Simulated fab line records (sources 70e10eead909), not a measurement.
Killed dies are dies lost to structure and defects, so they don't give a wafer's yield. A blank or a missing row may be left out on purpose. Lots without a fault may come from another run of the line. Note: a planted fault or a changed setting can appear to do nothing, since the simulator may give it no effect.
2 desks looking at one fault | flow nand-harc | numbers are kept per desk, each desk with only its own; the story behind them comes last

AT THE TOOL OWNER'S DESK: fcvd-01
The tool's own readings at NHARC_A_SGD_CUT_DEP_20 (deposits SiO2, target thk 150 nm): means of the sampled wafers that have a number, for each lot that ran on this tool. The brackets show how far a lot's mean lies from the usual mean; more than 4 standard deviations puts the lot out of limits, marked OUT.
Columns: A = susceptor-temp-C at NHARC_A_SGD_CUT_DEP_20, usual 65.00 C
lot  | first seen here | A
L304 | day 14 02:55    | 65.06
L306 | day 14 05:15    | 65.07
L309 | day 14 23:50    | 64.93
L311 | day 15 23:07    | 64.99
L313 | day 16 22:27    | 65.00
This desk's finding: nothing out of limits on any of the 5 lots.

METROLOGY DESK
Means of the sampled wafers that have a number, per lot and without regard to the tool the lot ran on: this is what the gauges read. The brackets show how far a lot's mean lies from the usual mean; more than 4 standard deviations puts the lot out of limits, marked OUT.
Columns: A = thk-nm at NHARC_A_SGD_CUT_THK_MEAS_22, usual 148.0 nm
lot  | first seen here | A
L303 | day 14 04:23    | 147.8
L304 | day 14 07:27    | 147.9
L306 | day 14 07:28    | 148.2
L305 | day 14 07:33    | 148.4
L307 | day 15 06:26    | 147.4
L309 | day 15 06:27    | 148.9
L310 | day 15 10:35    | 146.8
L311 | day 16 04:26    | 149.3
L312 | day 16 04:26    | 147.9
L313 | day 17 01:17    | 127.5 (-14) OUT
L316 | day 17 01:26    | 149.0
This desk finds L313 out of limits, L313 being first, at day 17 01:17 (thk-nm at NHARC_A_SGD_CUT_THK_MEAS_22). L303, L304, L306, L305, L307, L309, L310, L311, L312, L316 stayed within limits.

PUT TOGETHER
An alarm was possible from the metrology desk at day 17 01:17, on L313.
Nothing out of limits was seen by the tool owner's desk.
Tool owner's desk: L313 on record, inside its limits.
All the named lots went through NHARC_A_SGD_CUT_DEP_20 on fcvd-01.

WHAT THE SIMULATOR HAD INSERTED
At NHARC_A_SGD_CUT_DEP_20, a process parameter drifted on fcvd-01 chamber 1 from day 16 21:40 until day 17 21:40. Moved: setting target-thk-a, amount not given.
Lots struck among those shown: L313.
Time in hours between the start of the fault and the first out-of-limits reading at each desk: metrology desk, 4.
